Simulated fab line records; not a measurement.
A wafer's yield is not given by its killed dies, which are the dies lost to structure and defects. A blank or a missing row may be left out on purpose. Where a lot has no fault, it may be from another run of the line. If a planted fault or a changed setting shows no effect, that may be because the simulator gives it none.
Struck lot and sound lot, side by side ; flow n5-finfet ; 40 steps out of a route of 1938
Sound: these wafers, L725.2, L725.3, L725.5. Struck: wafer L734.3. (L734.4, L734.5 of the same lot were not struck and are left out.) The cause comes at the end.
Per side, at each step with rows, come the tool, then ch with its chambers, and then its first start. Under that, the readings that differ: sound wafers ; struck wafers ; difference of the means ; sigmas: that difference in standard deviations of wafers without a fault.
alike: readings whose means differ by less than 2 such deviations, and words and numbers that are the same on both sides. not compared: withheld readings, readings that some wafer has no value for, bounds like >300 that may hide the same value, and numbers for which the record gives no deviation and whose values overlap.
Wherever a step has rows on one side only, a row that says differs or no value, or a row with sigmas, the two part there. Numbers that have no deviation but don't overlap get no sigmas and don't part them. A reading missing from all wafers of one side parts the sides only when that side holds two or more wafers.

first, 12 steps without rows for these wafers: N5_HKMG_FIN_ALD_91 (deposits TiN, target thk 1 nm, pulse time 1 s, purge time 3 s); N5_HKMG_FIN_COAT_85 (time 60 s, resist thk 300 nm); N5_HKMG_FIN_ETCH_86 (etches SOC in N2/H2, stops on TiN, target depth 393.2 nm); N5_HKMG_FIN_STRIP_89 (strips SOC in N2/H2, time 20 s); N5_HKMG_FIN_WET_ETCH_87 (etches TiN in SC1, time 154.2 s, target depth 4.7 nm, rinse time 30 s); N5_HKMG_FIN_STRIP_88 (strips in N2/H2, time 360 s); N5_HKMG_FIN_NWFM_ALD_20 (deposits TiAlC, target thk 2 nm, pulse time 3 s, purge time 2 s); N5_HKMG_FIN_ALD_71 (deposits TiN, target thk 1 nm, pulse time 1 s, purge time 3 s); N5_HKMG_FIN_COAT_66 (time 60 s, resist thk 300 nm); N5_HKMG_FIN_ETCH_67 (etches SOC in N2/H2, stops on TiN, target depth 388.9 nm); N5_HKMG_FIN_STRIP_90 (strips SOC in N2/H2, time 20 s); N5_HKMG_FIN_WET_ETCH_73 (etches the open film in SC1, time 42.3 s, target depth 1.3 nm, rinse time 30 s).
N5_HKMG_FIN_ETCHBACK_68: etches the open film in Cl2/Ar, stops on HfO2, target depth 0.5 nm.
  sound on rie-metal-02 ch 0,1, day 6 11:29; struck on rie-metal-01 ch 1, day 8 11:29
  alike: chamber-pressure-mTorr, drypump-motor-current-A, mfc-ar-sccm, oes_ar_750_au, oes-product-au, rf-fwd-power-W, throttle-valve-pct
  not compared: rf-hours-counter-h
then, 26 steps without rows for these wafers: N5_HKMG_FIN_STRIP_69 (strips in N2/H2, time 360 s); N5_HKMG_FIN_ALD_21 (deposits TiN, target thk 1.5 nm, pulse time 1 s, purge time 3 s); N5_HKMG_FIN_ALD_72 (deposits W, target thk 2 nm, pulse time 1 s, purge time 2 s); N5_HKMG_FIN_W_FILL_22 (material W, target thk 60 nm, time 18.2 s); N5_HKMG_FIN_PRECLEAN_83 (cleans in DIW, time 57.5 s); N5_HKMG_FIN_SRD_84 (dry time 32 s); N5_HKMG_FIN_CMP_23 (polishes, stops on SiNx, t overpolish 10 s, target thk 46.326 nm); N5_HKMG_FIN_CMP_94 (polishes, stops on SiNx, t overpolish 4.7 s, target thk 43.299 nm); N5_GATE_CUT_ETCHBACK_00 (etches W in SF6/Cl2); N5_GATE_CUT_ETCH_56 (etches TiN in Cl2/Ar, target depth 21.6 nm); N5_GATE_CUT_ETCHBACK_30 (etches TiN in Cl2/Ar, target depth 3 nm); N5_GATE_CUT_VAPOR_ETCH_60 (etches HfO2 in BCl3/Cl2); N5_GATE_CUT_ETCH_58 (etches SiNx in CH3F/O2, target depth 17 nm, time 128.6 s); N5_GATE_CUT_STRIP_59 (strips in N2/H2, time 20 s); N5_GATE_CUT_PRECLEAN_31 (cleans in DIW, time 300 s); N5_GATE_CUT_SRD_32 (time 30 s); N5_GATE_CUT_SAC_CAP_01 (material SiNx, target thk 24 nm, pulse time 1 s, ald cycles 480); N5_GATE_CUT_PECVD_57 (deposits SiNx from SiH4/NH3/N2, target thk 21 nm); N5_GATE_CUT_CMP_02 (polishes, stops on SiO2, t overpolish 12.7 s, target thk 0 nm); N5_GATE_CUT_HM_DEP_46 (deposits SiO2 from TEOS/O2, target thk 130 nm, time 26.6 s); N5_GATE_CUT_COAT_34 (time 60 s, resist thk 60 nm); N5_GATE_CUT_COAT_35 (time 60 s, resist thk 10 nm); N5_GATE_CUT_COAT_27 (time 60 s, resist thk 10 nm); N5_GATE_CUT_COAT_07 (resist thk 30 nm); N5_GATE_CUT_EBR_09; N5_GATE_CUT_SOFTBAKE_08 (time 60 s).
-- here the record skips 8 days between the struck wafers' starts before and after, leaving off in module GATE_CUT and picking up in module PASSIVATION (first step shown: number 1936 of the route) --
N5_PASSIVATION_PROBE_49:
  record: rows for the struck wafers here (prober-02, day 16 18:52), none for the sound ones

== WHERE THEY PART ==
At N5_PASSIVATION_PROBE_49 and nowhere else, as far as this record goes.

WHY: the cause the simulator had injected
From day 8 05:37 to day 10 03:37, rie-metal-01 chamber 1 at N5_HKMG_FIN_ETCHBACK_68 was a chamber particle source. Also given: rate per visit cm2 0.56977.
